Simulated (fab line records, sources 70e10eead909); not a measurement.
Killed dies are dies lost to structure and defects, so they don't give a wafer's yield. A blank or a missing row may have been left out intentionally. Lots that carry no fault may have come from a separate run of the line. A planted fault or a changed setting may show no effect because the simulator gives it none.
8D (eight disciplines) problem report, filled in by code    flow nand_harc    the parts of the form that need people (team, actions taken, sign-off) are left out

1. WHAT WENT WRONG
At NHARC_A_BONDPAD_ETCH_12, run_length_s averages 114.9 s over 3 wafers from 2 lots, while fault-free wafers read 131.4 s, standard deviation 0.44. That is -38 standard deviations from the usual mean.
The step: etches the open film in CHF3/O2, target depth 220 nm, time 110 s.
Earliest sighting: wafer L927.6 on rie_diel-05 at day 28 16:57. Wafers with a number at this step in the record: 39, from 13 lots. Rule for "out", or "out of limits": more than 4 standard deviations from the usual mean. Any other wafer with a number is counted as sound.

2. WHAT IT IS; WHAT IT IS NOT
question                     is                      is not
which readings at this step  run_length_s            drypump_motor_current_A, rf_vpp_V, showerhead_plenum_p_Torr, throttle_valve_pct
which lots                   L927, L928              L914, L915, L916, L917, L918, L919, L930, L932, L935, L936, L937
which wafers of those lots   L927.6, L928.1, L928.6  L927.3, L927.5, L928.5
read on which tools          rie_diel-05             rie_diel-06, rie_diel-11
when                         from day 28 16:57       up to then (20 sound wafers); but 16 sound wafers of L928, L930, L932, L935, L936, L937 came after

3. SUSPECTS, AND WHAT RULES EACH OUT
Counting: if a tool at a process step up to the reading ran every lot that is out, it stays a suspect. Sound lots after the first of them don't rule it out here, since some wafers of a struck lot are sound.
- rie_diel-05 at NHARC_A_BONDPAD_ETCH_12 (etches the open film in CHF3/O2, target depth 220 nm, time 110 s): kept. Every lot that is out went through it, the first being L927 (day 28 16:57); the last sound lot it ran before that was L918 (day 24 15:58). Out on those wafers are its own readings of run_length_s.
After counting, what remains is rie_diel-05 at NHARC_A_BONDPAD_ETCH_12.

4. THE CAUSE (what the simulator had put in)
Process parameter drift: rie_diel-05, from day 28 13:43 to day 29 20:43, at NHARC_A_BONDPAD_ETCH_12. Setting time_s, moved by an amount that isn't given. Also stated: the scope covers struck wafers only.
Only this tool survived the counting.

5. THE CHAIN OF EFFECTS, in route order
Each row: a reading whose mean over the struck wafers that have a number lies more than 3 standard deviations from the usual. Only readings whose record carries a usual standard deviation are examined. hours: median over the lots of the time between each lot's start at the first step of this table that gives one and its start at this step. sigmas: the change, counted in usual standard deviations.
hours  step                     reading       usual    on struck wafers  change  sigmas
0      NHARC_A_BONDPAD_ETCH_12  run_length_s  131.4 s  114.9             -16.5   -38
The process steps in it:
- NHARC_A_BONDPAD_ETCH_12: etches the open film in CHF3/O2, target depth 220 nm, time 110 s.
Readings that are blank on the struck wafers while sound wafers have them: bias_w at NHARC_A_BONDPAD_ETCH_12.

6. HOW IT WOULD HAVE BEEN CAUGHT EARLIER
The fault began at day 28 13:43; the first out-of-limits reading in this record came at day 28 16:57, 3 hours later.
